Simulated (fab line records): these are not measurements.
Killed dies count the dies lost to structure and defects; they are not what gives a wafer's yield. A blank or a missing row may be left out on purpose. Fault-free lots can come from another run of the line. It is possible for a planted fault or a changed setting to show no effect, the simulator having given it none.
fab line records	flow n5-finfet
record: lots: 12	wafers: 34	last-day: 16
route steps=1938 shown BEOL_M10@1507 PASSIVATION@1911
lots that met no fault: from a run of the same line without faults
start-h: the number of hours between the record's first day and the start of the first shown wafer of the lot	wait-h: how many hours have passed since the lot's step before this one	" as in the row above	L1.1+2: a row that stands for several wafers	- no value present, or no start provided	* or withheld: withheld	< > ~ a bound
route shown NAME@n: names a module that has steps shown in the file, with the first one's number in the route	usual: mean and standard deviation over wafers with no fault	same: alike in all rows	chamber/n: place in a boat	sites: readings site by site	_std_site: standard deviation of those values	_edge_site: mean of outer sites minus mean of inner sites	radius-mm: how far each site lies from the wafer's centre	mask NAME#n: copy n	behind: the last tool/chamber to shape the wafer	hold: cause of the lot's hold/its duration in hours/its outcome	device: transistor that didn't switch, given as n, p or np	end of line: the tests these same wafers got at the end of their route	a step without rows: its recipe alone	killed: not the wafer's yield, but the dies lost to structure and defects at the first sort	map: dies across one wafer; x = killed, . = not, _ = none there
set.NAME: setting as actually run; set.NAME@STEP: the setting as run at that earlier step	model.NAME: the simulator's own value behind a step, which no gauge read
steps of the route over a sample of lots; a table a step, a row a wafer
services: from which hour (start-h, from the record's first day; less than 0 if before it) a tool's chamber was out of use, for how many hours, and why
== steps ==
step: N5_BEOL_M10_ETCH_66
recipe: chemistry: N2/H2	target: SOC	target-depth-a: 1200	overetch-a: 240	mask-material: SiARC	temp-c: 40	time-s: 180	ion-energy-ev: 200	pressure-mtorr: 30	source-w: 840	bias-w: 150	n2-flow-sccm: 200	h2-flow-sccm: 200
usual: chamber-pressure-mTorr: 29.997/0.028	drypump-motor-current-A: 5.4/0.53	oes-product-au: 0.66/0.068	rf-vpp-V: 523.2/2	showerhead-plenum-p-Torr: 2.51/0.072	throttle-valve-pct: 17.82/0.17
lot.wafer	tool	chamber	start-h	wait-h	chamber-pressure-mTorr	drypump-motor-current-A	oes-product-au	rf-hours-counter-h	rf-vpp-V	showerhead-plenum-p-Torr	throttle-valve-pct
L503.2	rie-diel-03	2	227.45	0.0	30.005	5.8	0.70	60	525.4	2.60	17.94
L503.5	"	3	"	"	29.995	5.5	0.78	-	525.5	2.63	17.96
L503.6	"	2	"	"	29.999	5.8	0.70	-	526.9	2.60	17.93
L505.2	rie-diel-03	3	230.01	0.0	29.984	5.5	0.77	3	525.5	2.63	17.95
L505.4	"	2	"	"	29.996	5.8	0.70	61	524.7	2.60	17.92
L505.6	"	1	"	"	29.964	5.8	0.70	-	522.0	2.47	17.67
L502.1	rie-diel-06	0	243.34	0.0	30.030	5.2	0.70	54	525.3	2.59	17.64
L502.3	"	2	"	"	30.060	4.7	0.74	13	523.6	2.48	17.64
L502.5	"	3	"	"	30.005	4.8	0.55	-	526.2	2.62	18.05
L507.1	rie-diel-05	1	247.09	0.0	29.983	5.1	0.67	61	524.6	2.57	17.66
L507.5	"	2	"	"	29.975	4.8	0.58	-	521.6	2.41	17.92
L508.2	rie-diel-05	3	249.82	0.0	29.997	6.1	0.56	227	523.1	2.52	18.18
L508.3	"	2	"	"	30.020	4.8	0.58	187	520.3	2.41	17.91
L508.6	"	1	"	"	29.980	5.1	0.66	-	525.7	2.57	17.66
L509.1	rie-diel-06	2	256.73	0.0	29.940	4.7	0.72	20	522.8	2.48	17.65
L509.4	"	0	"	"	29.947	5.3	0.68	-	524.0	2.59	17.65
L509.5	"	3	"	"	30.003	4.8	0.55	-	524.7	2.61	18.07
L510.2	rie-diel-03	1	264.92	0.0	30.020	5.9	0.70	48	522.4	2.47	17.70
L510.4	"	3	"	"	29.998	5.5	0.73	16	526.1	2.63	17.98
L511.1	rie-diel-06	1	276.66	0.0	29.990	6.0	0.79	4	523.0	2.47	17.63
L511.3	"	3	"	"	30.002	4.9	0.55	243	525.0	2.61	18.07
L511.4	"	0	"	"	29.972	5.2	0.68	69	525.4	2.59	17.67
L514.2	rie-diel-06	2	292.86	0.0	29.991	4.7	0.71	34	522.9	2.47	17.68
L514.4	"	0	"	"	30.007	5.2	0.68	75	524.8	2.59	17.67
L514.5	"	3	"	"	30.015	4.8	0.54	-	526.2	2.61	18.08
L516.4	rie-diel-06	0	308.47	0.1	29.961	5.3	0.67	-	524.3	2.58	17.69
L516.5	"	1	"	"	29.982	5.9	0.74	-	522.1	2.46	17.67
L516.6	"	2	"	"	30.019	4.7	0.69	-	521.1	2.47	17.69
L519.2	rie-diel-06	1	317.10	0.0	30.041	5.9	0.75	22	521.4	2.46	17.67
L519.5	"	1	"	"	30.023	5.9	0.74	-	522.6	2.46	17.67
L519.6	"	2	"	"	29.985	4.7	0.68	-	522.9	2.47	17.70
L520.2	rie-diel-03	2	330.27	0.0	30.021	5.8	0.66	99	523.9	2.58	17.99
L520.4	"	0	"	"	29.998	6.3	0.69	58	521.9	2.48	17.94
L520.5	"	0	"	"	30.013	6.3	0.69	-	522.3	2.48	17.94
step: N5_PASSIVATION_STRIP_34
recipe: chemistry: O2	power-w: 600	temp-c: 60	pressure-mtorr: 30	rf-frequency-hz: 6e+07	bias-power-w: 0	overash-fraction: 2	o2-flow-sccm: 225
usual: chamber-pressure-mTorr: 30.01/0.083	drypump-motor-current-A: 5.3/0.52	oes-product-au: 0.83/0.079	rf-vpp-V: 3.5/1.4	showerhead-plenum-p-Torr: 2.08/0.05	throttle-valve-pct: 16.68/0.18
lot.wafer	tool	chamber	start-h	wait-h	chamber-pressure-mTorr	drypump-motor-current-A	oes-product-au	rf-hours-counter-h	rf-vpp-V	showerhead-plenum-p-Torr	throttle-valve-pct
L503.2	rie-diel-06	2	269.80	0.2	29.91	4.7	0.92	25	4.0	2.07	16.67
L503.5	"	3	"	"	30.12	4.9	0.65	-	2.1	2.17	17.13
L503.6	"	2	"	"	30.06	4.7	0.89	-	5.1	2.07	16.74
L505.2	rie-diel-06	3	274.94	0.1	29.87	4.9	0.66	243	1.4	2.17	17.09
L505.4	"	1	"	"	29.97	5.9	0.98	4	1.3	2.05	16.63
L505.6	"	0	"	"	30.16	5.2	0.83	-	8.3	2.12	16.31
L502.1	rie-diel-06	0	284.67	0.1	29.97	5.2	0.83	73	4.3	2.12	16.34
L502.3	"	2	"	"	30.05	4.7	0.88	31	4.2	2.07	16.70
L502.5	"	1	"	"	29.87	5.9	0.96	-	2.4	2.05	16.67
L507.1	rie-diel-05	2	290.04	0.1	30.10	4.8	0.71	201	5.1	2.01	17.00
L507.5	"	2	"	"	30.04	4.8	0.68	-	1.2	2.01	16.97
L508.2	rie-diel-06	1	298.79	0.1	30.06	5.9	0.91	14	2.2	2.05	16.66
L508.3	"	0	"	"	30.17	5.2	0.83	78	3.4	2.11	16.36
L508.6	"	0	"	"	29.87	5.2	0.82	-	2.4	2.11	16.33
L509.1	rie-diel-05	1	300.43	0.1	29.94	5.0	0.79	80	3.3	2.12	16.58
L509.4	"	0	"	"	29.96	5.9	0.81	89	2.1	2.01	16.68
L509.5	"	3	"	"	30.19	6.1	0.67	-	4.5	2.08	17.03
L510.2	rie-diel-03	1	310.36	0.1	30.00	5.9	0.84	60	1.6	2.05	16.67
L510.4	"	3	"	"	30.01	5.5	0.87	32	6.8	2.15	16.65
L511.1	rie-diel-06	1	326.88	0.1	30.05	5.9	0.92	27	3.1	2.05	16.63
L511.3	"	3	"	"	30.01	4.8	0.99	2	5.1	2.17	16.61
L511.4	"	2	"	"	29.86	4.7	0.86	50	5.3	2.06	16.77
L514.2	rie-diel-05	2	337.30	0.1	30.07	4.8	0.69	219	1.6	2.01	17.04
L514.4	"	1	"	"	30.04	5.0	0.77	-	4.3	2.11	16.62
L514.5	"	2	"	"	30.01	4.8	0.69	-	5.0	2.01	16.96
L516.4	rie-diel-06	3	354.83	0.1	30.00	4.8	0.91	12	2.9	2.16	16.66
L516.5	"	3	"	"	30.11	4.8	0.93	-	4.2	2.16	16.66
L516.6	"	0	"	"	30.00	5.3	0.81	-	1.8	2.11	16.37
L519.2	rie-diel-03	2	360.38	0.1	30.12	5.8	0.80	111	0.4	2.13	16.68
L519.5	"	2	"	"	30.02	5.8	0.80	-	1.8	2.13	16.61
L519.6	"	1	"	"	30.05	5.9	0.82	-	2.5	2.04	16.67
L520.2	rie-diel-06	3	369.01	0.1	29.97	4.8	0.93	18	0.3	2.16	16.63
L520.4	"	2	"	"	29.91	4.7	0.83	64	4.5	2.06	16.81
L520.5	"	1	"	"	29.90	5.8	0.87	-	2.0	2.04	16.71
step: N5_PASSIVATION_PECVD_35
recipe: material: SiNx	target-thk-a: 7000	temp-c: 400	precursor: SiH4/NH3/N2	pressure-torr: 4.9	rf-w: 1406	time-s: 151.3
usual: heater-power-w: 387/110	showerhead-plenum-p-Torr: 8.69/0.075	throttle-valve-pct: 29.6/2.1
lot.wafer	tool	chamber	start-h	wait-h	heater-power-w	showerhead-plenum-p-Torr	throttle-valve-pct
L503.2	pecvd-03	1	270.41	0.1	371	8.70	30.1
L503.5	"	0	"	"	312	8.75	30.0
L503.6	"	2	"	"	421	8.71	25.6
L505.2	pecvd-03	1	275.55	0.1	349	8.71	30.4
L505.4	"	1	"	"	381	8.69	30.1
L505.6	"	0	"	"	339	8.78	30.2
L502.1	pecvd-04	2	285.68	0.1	376	8.65	32.4
L502.3	"	1	"	"	232	8.52	30.5
L502.5	"	1	"	"	267	8.52	30.2
L507.1	pecvd-02	1	290.65	0.1	271	8.68	30.9
L507.5	"	1	"	"	321	8.65	31.0
L508.2	pecvd-02	2	299.40	0.1	217	8.81	28.8
L508.3	"	0	"	"	364	8.80	27.5
L508.6	"	0	"	"	389	8.77	27.9
L509.1	pecvd-04	0	301.08	0.1	604	8.60	28.6
L509.4	"	0	"	"	641	8.63	28.7
L509.5	"	2	"	"	298	8.62	32.4
L510.2	pecvd-03	2	310.98	0.1	494	8.70	25.5
L510.4	"	1	"	"	374	8.71	30.2
L511.1	pecvd-02	1	327.49	0.1	384	8.66	30.7
L511.3	"	0	"	"	330	8.79	27.8
L511.4	"	2	"	"	267	8.79	28.7
L514.2	pecvd-04	0	337.97	0.1	522	8.63	28.7
L514.4	"	1	"	"	322	8.50	30.7
L514.5	"	2	"	"	387	8.64	32.9
L516.4	pecvd-03	0	355.50	0.1	344	8.76	30.7
L516.5	"	2	"	"	335	8.71	26.2
L516.6	"	1	"	"	362	8.72	30.1
L519.2	pecvd-03	2	360.99	0.1	479	8.70	26.0
L519.5	"	2	"	"	335	8.70	26.1
L519.6	"	1	"	"	401	8.69	30.1
L520.2	pecvd-03	0	369.62	0.1	297	8.78	30.5
L520.4	"	0	"	"	316	8.76	30.6
L520.5	"	1	"	"	282	8.71	30.2
step: N5_PASSIVATION_PROBE_49
usual: defect-limited-yield: 91.3/1.4	killed_at_M0_to_M3: 32/9.5	killed_at_M4_up: 14/5.2	killed-at-contacts: 13/5.7	killed-at-front-end: 41/12	killed-at-other: 3.5/2.6	killed-dies: 103/17	killed-on-rim: 14/4	killed-open: 68/14	killed-short: 32/7	sort_bin_4_leakage: 0.01/0.051	sort_bin_5_function: 5.0/0.91	sort_bin_6_memory: 3.3/0.7	sort_bin_8_speed: 0.03/0.22	sort-n-pass: 1076/17	sort-yield-pct: 91.2/1.4
same: gross-dies: 1180	killed-at-back-side: 0
lot.wafer	tool	chamber	start-h	wait-h	defect-limited-yield[%]	killed_at_M0_to_M3	killed_at_M4_up	killed-at-contacts	killed-at-front-end	killed-at-other	killed-dies	killed-on-rim	killed-open	killed-short	sort_bin_4_leakage[%]	sort_bin_5_function[%]	sort_bin_6_memory[%]	sort_bin_8_speed[%]	sort-n-pass	sort-yield-pct[%]
L507.1	prober-02	-	294.23	0.0	89.7	33	14	14	56	4	121	9	95	26	0	6.3	3.8	0	1059	89.7
L507.5	prober-02	-	294.43	0.2	91.2	32	13	8	48	3	104	15	65	35	0	5.3	2.6	0	1076	91.2
L509.1	prober-01	-	304.74	0.0	94.3	22	5	6	29	5	67	12	41	26	0	3.5	2.0	0	1113	94.3
L509.4	prober-01	-	304.89	0.2	93.0	26	23	10	21	3	83	15	55	21	0	3.4	3.1	0	1097	93.0
L509.5	prober-01	-	304.94	0.2	92.7	35	16	10	22	3	86	6	61	23	0	3.8	3.1	0.08	1094	92.7
L511.1	prober-02	-	331.25	0.0	90.5	25	12	12	58	5	112	20	69	42	0.51	4.7	4.2	0	1062	90.0
L514.2	prober-01	-	341.73	0.1	81.3	44	99	9	68	1	221	30	75	47	0	10.8	5.3	0	959	81.3
L514.4	prober-01	-	341.83	0.2	83.4	55	80	11	48	2	196	33	98	40	0	10.1	4.9	0	984	83.4
L514.5	prober-01	-	341.88	0.2	80.3	41	128	13	50	1	233	16	84	28	0	12.4	5.0	0	947	80.3
L516.4	prober-02	-	359.39	0.2	84.5	40	71	21	46	5	183	25	77	39	0	7.8	5.3	0	997	84.5
L516.5	prober-02	-	359.44	0.2	82.3	40	80	21	61	7	209	38	83	53	0	9.8	5.7	0	971	82.3
L516.6	prober-02	-	359.49	0.3	84.7	15	108	7	46	4	180	22	57	28	0	9.2	3.1	0	1000	84.7
L519.2	prober-02	-	364.78	0.1	86.9	30	81	7	33	4	155	24	42	39	0	7.5	4.2	0	1025	86.9
L519.5	prober-02	-	364.93	0.2	86.3	29	84	18	29	2	162	30	59	29	0	8.2	3.6	0	1018	86.3
L519.6	prober-02	-	364.98	0.3	85.6	33	95	9	28	5	170	26	50	34	0	9.8	2.7	0	1010	85.6
killed by level:class
L507.1 STI_FIN_REVEAL:geometric-particle:open=22 MOL_CONTACT_COAG:geometric-particle:open=12 BEOL_M1:geometric-particle:open=11 DUMMY_GATE:geometric-particle:open=10 BEOL_M3:geometric-particle:open=7 FIN_SAQP:geometric-particle:short=6 FIN_SAQP:geometric-particle:open=5 BEOL_M2:geometric-particle:open=4
L507.5 STI_FIN_REVEAL:geometric-particle:open=10 BEOL_M0_SAQP:geometric-particle:short=9 FIN_SAQP:geometric-particle:open=8 FIN_SAQP:geometric-particle:short=7 MOL_CONTACT_COAG:geometric-particle:open=7 BEOL_M4:geometric-particle:open=6 STARTING-WAFER:geometric-particle:short=6 BEOL_M1:geometric-particle:open=5
L509.1 FIN_SAQP:geometric-particle:open=10 MOL_CONTACT_COAG:geometric-particle:open=5 BEOL_M2:geometric-particle:short=5 STARTING-WAFER:geometric-particle:open=5 BEOL_M0_SAQP:geometric-particle:short=4 BEOL_M3:geometric-particle:open=4 PASS1_DEP:geometric-particle:short=4 DUMMY_GATE:geometric-particle:open=3
L509.4 BEOL_M4:geometric-particle:open=15 MOL_CONTACT_COAG:geometric-particle:open=8 BEOL_M3:geometric-particle:open=6 HKMG_FIN:area-etch=6 BEOL_M1:geometric-particle:open=5 FIN_SAQP:geometric-particle:short=4 BEOL_M0_SAQP:geometric-particle:open=4 BEOL_M2:geometric-particle:open=4
L509.5 BEOL_M3:geometric-particle:open=12 MOL_CONTACT_COAG:geometric-particle:open=7 BEOL_M2:geometric-particle:open=7 BEOL_M0_SAQP:geometric-particle:open=5 STARTING-WAFER:geometric-particle:open=5 GATE_CUT:geometric-particle:open=4 BEOL_M0_SAQP:geometric-particle:short=4 BEOL_M4:geometric-particle:open=4
L511.1 FIN_SAQP:geometric-particle:short=22 FIN_SAQP:geometric-particle:open=16 MOL_CONTACT_COAG:geometric-particle:open=11 BEOL_M4:geometric-particle:open=10 BEOL_M0_SAQP:geometric-particle:short=5 BEOL_M0_SAQP:geometric-particle:open=5 BEOL_M2:geometric-particle:open=5 STI_FIN_REVEAL:geometric-particle:open=4
L514.2 BEOL_M10:unspecified=87 FIN_SAQP:geometric-particle:open=22 BEOL_M1:geometric-particle:open=16 HKMG_FIN:area-etch=12 FIN_SAQP:geometric-particle:short=8 GATE_CUT:geometric-particle:short=7 MOL_CONTACT_COAG:geometric-particle:open=6 STI_FIN_REVEAL:geometric-particle:open=6
L514.4 BEOL_M10:unspecified=57 BEOL_M1:geometric-particle:open=14 FIN_SAQP:geometric-particle:open=13 MOL_CONTACT_COAG:geometric-particle:open=11 BEOL_M0_SAQP:geometric-particle:open=10 GATE_CUT:geometric-particle:short=9 BEOL_M3:geometric-particle:open=9 BEOL_M0:geometric-particle:open=6
L514.5 BEOL_M10:unspecified=120 BEOL_M1:geometric-particle:open=20 FIN_SAQP:geometric-particle:open=12 MOL_CONTACT_COAG:geometric-particle:open=11 STI_FIN_REVEAL:geometric-particle:open=10 GATE_CUT:geometric-particle:short=10 GATE_CUT:geometric-particle:open=10 BEOL_M0:geometric-particle:open=6
L516.4 BEOL_M10:unspecified=58 MOL_CONTACT_COAG:geometric-particle:open=20 BEOL_M0_SAQP:geometric-particle:short=17 FIN_SAQP:geometric-particle:open=9 HKMG_FIN:area-etch=9 GATE_CUT:geometric-particle:open=7 BEOL_M0_SAQP:geometric-particle:open=7 BEOL_M0:geometric-particle:open=7
L516.5 BEOL_M10:unspecified=70 MOL_CONTACT_COAG:geometric-particle:open=14 FIN_SAQP:geometric-particle:open=13 FIN_SAQP:geometric-particle:short=12 BEOL_M0_SAQP:geometric-particle:short=10 BEOL_M0_SAQP:geometric-particle:open=10 GATE_CUT:geometric-particle:short=8 BEOL_M2:geometric-particle:open=8
L516.6 BEOL_M10:unspecified=88 BEOL_M4:geometric-particle:open=15 FIN_SAQP:geometric-particle:open=13 HKMG_FIN:area-etch=7 GATE_CUT:geometric-particle:short=6 STI_FIN_REVEAL:geometric-particle:open=5 BEOL_M0_SAQP:geometric-particle:short=5 FIN_SAQP:geometric-particle:short=4
L519.2 BEOL_M10:unspecified=73 BEOL_M0_SAQP:geometric-particle:short=10 STI_FIN_REVEAL:geometric-particle:open=7 BEOL_M0_SAQP:geometric-particle:open=7 BEOL_M2:geometric-particle:short=6 GATE_CUT:geometric-particle:short=4 MOL_CONTACT_COAG:geometric-particle:open=4 BEOL_M4:geometric-particle:open=4
L519.5 BEOL_M10:unspecified=74 MOL_CONTACT_COAG:geometric-particle:open=15 BEOL_M0_SAQP:geometric-particle:open=10 BEOL_M0_SAQP:geometric-particle:short=8 FIN_SAQP:geometric-particle:short=6 FIN_SAQP:geometric-particle:open=4 STI_FIN_REVEAL:geometric-particle:open=4 BEOL_M1:geometric-particle:open=4
L519.6 BEOL_M10:unspecified=84 BEOL_M0_SAQP:geometric-particle:open=10 BEOL_M2:geometric-particle:short=7 MOL_CONTACT_COAG:geometric-particle:open=6 STI_FIN_REVEAL:geometric-particle:open=6 BEOL_M0_SAQP:geometric-particle:short=6 BEOL_M1:geometric-particle:open=6 BEOL_M4:geometric-particle:open=6
== services ==
tool	chamber	start-h	hours	kind
pecvd-03	-	205.77	3.3	repair
rie-diel-03	0	218.61	7.7	repair
rie-diel-06	-	223.44	14.6	pm
rie-diel-05	-	229.22	0.1	repair
pecvd-03	2	231.16	2.1	scheduled-down
pecvd-03	2	233.29	-	clean
pecvd-03	2	233.29	-	consumable-replace:showerhead
pecvd-03	2	233.29	29.0	scheduled-down
pecvd-03	2	233.29	29.0	vent-cycle
rie-diel-06	1	242.74	-	clean
rie-diel-06	1	242.74	-	consumable-replace:focus-ring
rie-diel-06	1	242.74	21.2	scheduled-down
rie-diel-06	1	242.74	21.2	vent-cycle
pecvd-02	2	262.76	15.1	repair
pecvd-02	-	268.90	14.6	pm
pecvd-04	1	292.16	6.6	repair
rie-diel-06	3	296.00	-	clean
rie-diel-06	3	296.00	-	consumable-replace:focus-ring
rie-diel-06	3	296.00	26.2	scheduled-down
rie-diel-06	3	296.00	26.2	vent-cycle
pecvd-03	-	300.66	0.8	pm
pecvd-04	-	320.93	1.3	repair
pecvd-02	1	333.32	4.9	repair
pecvd-02	1	360.59	10.1	repair
== key ==
first-sign: step: N5_PASSIVATION_PROBE_49	reading: killed_at_M4_up	direction: up	sigmas: 15	usual: 14	struck: 92
effect: step: N5_PASSIVATION_PROBE_49	reading: defect-limited-yield	direction: down	sigmas: 5.2	usual: 91.3	struck: 83.9
more-kills-born-at: N5_BEOL_M10_ETCH_66@rie-diel-06: 711
met-at N5_BEOL_M10_ETCH_66
struck-lots L514,L516,L519
baseline-loss: step: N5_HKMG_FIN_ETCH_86	wafers: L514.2
not-acting-at N5_PASSIVATION_STRIP_34,N5_PASSIVATION_PECVD_35
onset-between 276.66 292.86
fault: kind: chamber-particle-source	tool: rie-diel-06	chamber: -	onset-h: 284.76	steps: N5_BEOL_M10_ETCH_66	rate-per-visit-cm2: 0.72819	end-h: 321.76
baseline-loss: these wafers lose ten dies or more at that step, a loss of the line's own and not of a fault; the sort's usual values leave them out
